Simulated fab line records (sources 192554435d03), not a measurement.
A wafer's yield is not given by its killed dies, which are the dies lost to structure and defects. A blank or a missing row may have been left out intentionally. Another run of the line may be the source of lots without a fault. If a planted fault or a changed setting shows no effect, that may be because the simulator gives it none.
Chamber matching	flow n5 finfet	4 sister chambers for N5_BEOL_M3_ETCH_70 on rie diel-06
The step etches SOC in N2/H2, target depth 80 nm, overetch 16 nm, time 120 s. 20 wafers are shown with their chamber, then 10 later ones without.

## WAFERS PAIRED WITH THEIR CHAMBERS
wafer	chamber	drypump motor current A (A)	throttle valve pct (%)	oes product au (a.u.)
L075.3	2	5.33	18.30	0.52
L075.4	2	5.31	18.33	0.52
L075.6	0	5.58	17.62	0.69
L077.3	1	5.65	17.93	0.58
L077.4	2	5.36	18.31	0.52
L077.5	1	5.67	17.95	0.58
L080.1	3	5.87	17.64	0.59
L080.2	1	5.66	17.96	0.58
L080.6	1	5.66	17.94	0.58
L079.1	0	5.56	17.64	0.67
L079.3	3	5.86	17.66	0.58
L079.6	3	5.86	17.66	0.59
L086.1	1	5.65	17.98	0.57
L086.3	0	5.58	17.66	0.66
L086.5	1	5.65	17.97	0.57
L087.3	3	5.89	17.66	0.58
L087.4	2	5.32	17.85	0.73
L087.6	3	5.89	17.67	0.58
L088.1	1	5.63	18.00	0.56
L088.3	2	5.33	17.84	0.72

SIGNATURES (means of the wafers above)
reading	chamber 0	chamber 1	chamber 2	chamber 3	scatter within a chamber
drypump motor current A	5.5733	5.6529	5.3300	5.8740	0.0149
throttle valve pct	17.6400	17.9614	18.1260	17.6580	0.13
oes product au	0.6733	0.5743	0.6020	0.5840	0.0567
Rule: a wafer's distance from a chamber is the root of the sum, over the readings, of the square of ((its reading less the chamber's mean) divided by the reading's scatter). If the next closest chamber is less than 2 further off than the closest, the wafer can't be placed; otherwise it belongs to the closest. How the scatter is found: for the shown wafers, subtract from each reading the mean of its chamber, square and add these, divide the total by (wafers less chambers), then take the root.

## WAFERS WHOSE CHAMBER IS MISSING
wafer	drypump motor current A (A)	throttle valve pct (%)	oes product au (a.u.)
L088.4	5.88	17.68	0.58
L089.1	5.58	17.69	0.65
L089.2	5.35	17.86	0.72
L089.6	5.35	17.84	0.72
L090.1	5.33	17.84	0.72
L090.2	5.57	17.67	0.65
L090.4	5.65	18.00	0.57
L096.3	5.86	17.70	0.57
L096.5	5.57	17.69	0.65
L096.6	5.86	17.69	0.57

## EACH ONE'S CHAMBER
wafer	from the rows above	in truth
L088.4	3	3
L089.1	0	0
L089.2	2	2
L089.6	2	2
L090.1	2	2
L090.2	0	0
L090.4	1	1
L096.3	3	3
L096.5	0	0
L096.6	3	3
10 of 10 placed correctly. Not placeable from these rows: 0. Wrongly placed: 0.
